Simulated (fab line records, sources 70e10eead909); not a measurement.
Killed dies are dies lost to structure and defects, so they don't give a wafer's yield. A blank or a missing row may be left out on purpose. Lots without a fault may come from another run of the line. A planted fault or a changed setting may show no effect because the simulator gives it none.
Which tool did it? | flow nand_harc | 13 lots, 39 wafers sampled, at 6 steps of a route of 1159

WHAT THE GAUGES READ, wafer by wafer
NHARC_P_GATE_CD_MEAS_46: target cd 720 nm.
lot  | measured     | on        | cd_nm (nm)
L527 | day 5 05:53  | cd_sem-01 | 717.8 719.2 719.9
L528 | day 5 19:43  | cd_sem-02 | 719.5 717.5 719.7
L529 | day 5 19:52  | cd_sem-01 | 717.2 722.2 719.0
L530 | day 6 02:55  | cd_sem-02 | 720.9 718.0 720.4
L531 | day 6 13:15  | cd_sem-02 | 718.9 719.2 719.2
L534 | day 7 11:25  | cd_sem-03 | - - -
L535 | day 7 08:14  | cd_sem-02 | 719.6 719.1 717.4
L540 | day 8 14:38  | cd_sem-01 | 717.9 719.3 718.5
L544 | day 9 17:43  | cd_sem-01 | 717.2 716.7 718.0
L545 | day 9 17:55  | cd_sem-02 | 721.9 720.2 722.4
L546 | day 10 08:18 | cd_sem-03 | 717.3 720.4 721.2
L548 | day 10 16:48 | cd_sem-03 | 720.3 719.4 723.2
L549 | day 10 17:34 | cd_sem-01 | 718.7 720.1 718.3

NHARC_P_CONTACT_OVL_MEAS_13.
lot  | measured     | on         | overlay_x_nm (nm) | overlay_y_nm (nm)
L527 | day 5 15:48  | overlay-01 | -1.2 -1.6 -1.4    | 0.2 0.3 -0.1
L528 | day 6 04:13  | overlay-01 | 0.1 0.2 0.0       | -0.5 -1.0 -0.7
L529 | day 6 04:40  | overlay-01 | -0.7 -0.9 -0.7    | 0.9 0.5 0.3
L530 | day 6 11:04  | overlay-01 | 1.3 2.1 1.3       | 1.2 1.2 0.6
L531 | day 6 21:56  | overlay-01 | -0.7 -0.9 -1.4    | 0.9 0.9 0.8
L535 | day 7 16:50  | overlay-01 | -1.4 -0.8 -1.9    | 0.0 -0.1 0.8
L540 | day 9 04:19  | overlay-02 | 0.9 0.2 0.3       | -1.6 -0.9 -1.9
L544 | day 10 01:46 | overlay-02 | -0.7 -0.6 -1.1    | -1.3 -0.9 -0.9
L545 | day 10 02:14 | overlay-02 | 0.4 0.4 0.9       | 0.1 0.1 0.3
L546 | day 10 17:05 | overlay-02 | -1.0 -0.8 -0.2    | -0.1 -0.4 0.2
L548 | day 11 00:56 | overlay-01 | -0.1 -0.6 -0.2    | -0.5 0.0 -0.2
L549 | day 11 02:11 | overlay-02 | -0.4 -0.8 -0.8    | -1.0 -1.1 -1.1

NHARC_END_SORT_01.
lot  | measured     | on        | killed_at_array | killed_at_other | killed_at_periphery | killed_dies | killed_open | killed_short
L534 | day 21 11:39 | prober-02 | 18 16 24        | 1 0 0           | 658 661 653         | 677 677 677 | 1 5 3       | 2 3 2

WHICH TOOL RAN EACH LOT (tool, then ch and the chambers of the sampled wafers, then the start)
lot  | NHARC_P_ZERO_WELL_DESCUM_39       | NHARC_P_ZERO_WELL_RTA_42        | NHARC_P_GATE_EXPOSE_43
L527 | rie_diel-10 ch 0,2,3, day 1 22:16 | rtp_anneal-01 ch 0, day 2 00:59 | krf_scanner-02 ch 0, day 5 05:44
L528 | rie_diel-13 ch 1,2, day 2 04:09   | rtp_anneal-01 ch 0, day 2 06:55 | krf_scanner-04 ch 0, day 5 19:33
L529 | rie_diel-07 ch 1,3, day 2 10:10   | rtp_anneal-01 ch 0, day 2 12:59 | krf_scanner-02 ch 0, day 5 19:43
L530 | rie_diel-07 ch 1,3, day 2 16:23   | rtp_anneal-01 ch 0, day 2 19:06 | krf_scanner-04 ch 0, day 6 02:45
L531 | rie_diel-07 ch 0,1,2, day 2 22:13 | rtp_anneal-02 ch 0, day 3 00:50 | krf_scanner-03 ch 0, day 6 13:05
L534 | rie_diel-10 ch 0,1, day 3 16:25   | rtp_anneal-02 ch 0, day 3 18:55 | krf_scanner-02 ch 0, day 7 11:16
L535 | rie_diel-07 ch 0,1, day 3 22:29   | rtp_anneal-02 ch 0, day 4 01:05 | krf_scanner-02 ch 0, day 7 08:04
L540 | rie_diel-07 ch 2,3, day 5 04:26   | rtp_anneal-02 ch 0, day 5 07:17 | krf_scanner-03 ch 0, day 8 14:29
L544 | rie_diel-13 ch 0,1,2, day 6 04:28 | rtp_anneal-02 ch 0, day 6 07:04 | krf_scanner-03 ch 0, day 9 17:34
L545 | rie_diel-13 ch 0,3, day 6 10:25   | rtp_anneal-02 ch 0, day 6 13:03 | krf_scanner-02 ch 0, day 9 17:46
L546 | rie_diel-07 ch 0,2, day 6 16:10   | rtp_anneal-02 ch 0, day 6 18:47 | krf_scanner-04 ch 0, day 10 08:08
L548 | rie_diel-10 ch 0,3, day 7 04:28   | rtp_anneal-01 ch 0, day 7 07:05 | krf_scanner-04 ch 0, day 10 16:39
L549 | rie_diel-13 ch 0,2, day 7 10:17   | rtp_anneal-01 ch 0, day 7 12:53 | krf_scanner-04 ch 0, day 10 17:25
- NHARC_P_ZERO_WELL_DESCUM_39: chemistry O2, time 3 s.
- NHARC_P_ZERO_WELL_RTA_42: time 300 s.
- NHARC_P_GATE_EXPOSE_43: exposes mask P NSD, target cd 720 nm.

WHAT THE TOOLS THEMSELVES READ (means of the sampled wafers that have a number; where no wafer has one, the mark that the record gives instead)
NHARC_P_ZERO_WELL_DESCUM_39.
lot  | tool        | drypump_motor_current_A (A) | oes_product_au (a.u.) | rf_vpp_V (V) | showerhead_plenum_p_Torr (Torr) | throttle_valve_pct (%)
L527 | rie_diel-10 | 6.2                         | 0.992                 | 58.1         | 1.92                            | 11.308
L528 | rie_diel-13 | 5.8                         | 0.994                 | 58.6         | 2.05                            | 11.310
L529 | rie_diel-07 | 6.5                         | 1.001                 | 58.2         | 1.91                            | 11.311
L530 | rie_diel-07 | 6.3                         | 1.003                 | 58.0         | 1.91                            | 11.311
L531 | rie_diel-07 | 6.1                         | 1.021                 | 57.5         | 1.89                            | 11.310
L534 | rie_diel-10 | 5.5                         | 1.006                 | 58.0         | 1.92                            | 11.315
L535 | rie_diel-07 | 6.5                         | 0.986                 | 57.9         | 1.87                            | 11.301
L540 | rie_diel-07 | 5.9                         | 1.004                 | 57.4         | 1.94                            | 11.309
L544 | rie_diel-13 | 5.7                         | 0.990                 | 58.4         | 2.02                            | 11.308
L545 | rie_diel-13 | 5.9                         | 0.982                 | 57.7         | 1.86                            | 11.298
L546 | rie_diel-07 | 5.6                         | 1.012                 | 57.1         | 1.92                            | 11.307
L548 | rie_diel-10 | 6.2                         | 0.992                 | 57.5         | 1.84                            | 11.307
L549 | rie_diel-13 | 5.4                         | 0.980                 | 58.2         | 1.99                            | 11.315

NHARC_P_ZERO_WELL_RTA_42.
lot  | tool          | lamp_power_pct (%) | wafer_temp_C_max
L527 | rtp_anneal-01 | 38.11              | 1105.0
L528 | rtp_anneal-01 | 38.15              | 1105.2
L529 | rtp_anneal-01 | 38.15              | 1106.2
L530 | rtp_anneal-01 | 38.18              | 1105.1
L531 | rtp_anneal-02 | 37.92              | 1103.9
L534 | rtp_anneal-02 | 37.89              | 1104.8
L535 | rtp_anneal-02 | 37.92              | 1103.7
L540 | rtp_anneal-02 | 37.89              | 1104.3
L544 | rtp_anneal-02 | 37.87              | 1103.6
L545 | rtp_anneal-02 | 37.89              | 1104.1
L546 | rtp_anneal-02 | 37.91              | 1103.7
L548 | rtp_anneal-01 | 38.08              | 1105.4
L549 | rtp_anneal-01 | 38.08              | 1106.2

THE ANSWER, worked out from the rows above alone
Rule: what is usual is taken from the lots themselves. Put in order of their means at a reading, lots are off if they are a third of the lots or fewer, leave a main group of 4 or more, and stand apart from it by a gap of 3 or more times the standard deviation of the main group's means; of several such gaps the widest counts. A main group whose means are all the same, to the digits that the tables above print for the reading, isn't used. A lot without any number at a reading at which 4 lots or more have one is off too. The other lots that the step has rows for count as sound. The gauges are gone through in route order, then the tools' own readings, and for those a lot's mean is taken as printed above. The first step at which some lot is off is used, and at that step the reading that is off furthest; a lot without a number counts as furthest.
Off: L534, at NHARC_P_GATE_CD_MEAS_46 (cd_nm). Without a number there: L534. The main group: mean 719.3 nm, standard deviation 1.1.
A tool fits if, at a process step before that reading, it ran every lot that is off, and no sound lot after the first of them. The gauges at NHARC_P_GATE_CD_MEAS_46 are tried like those tools. None of those tried fits.

WHAT THE SIMULATOR HAD PUT IN
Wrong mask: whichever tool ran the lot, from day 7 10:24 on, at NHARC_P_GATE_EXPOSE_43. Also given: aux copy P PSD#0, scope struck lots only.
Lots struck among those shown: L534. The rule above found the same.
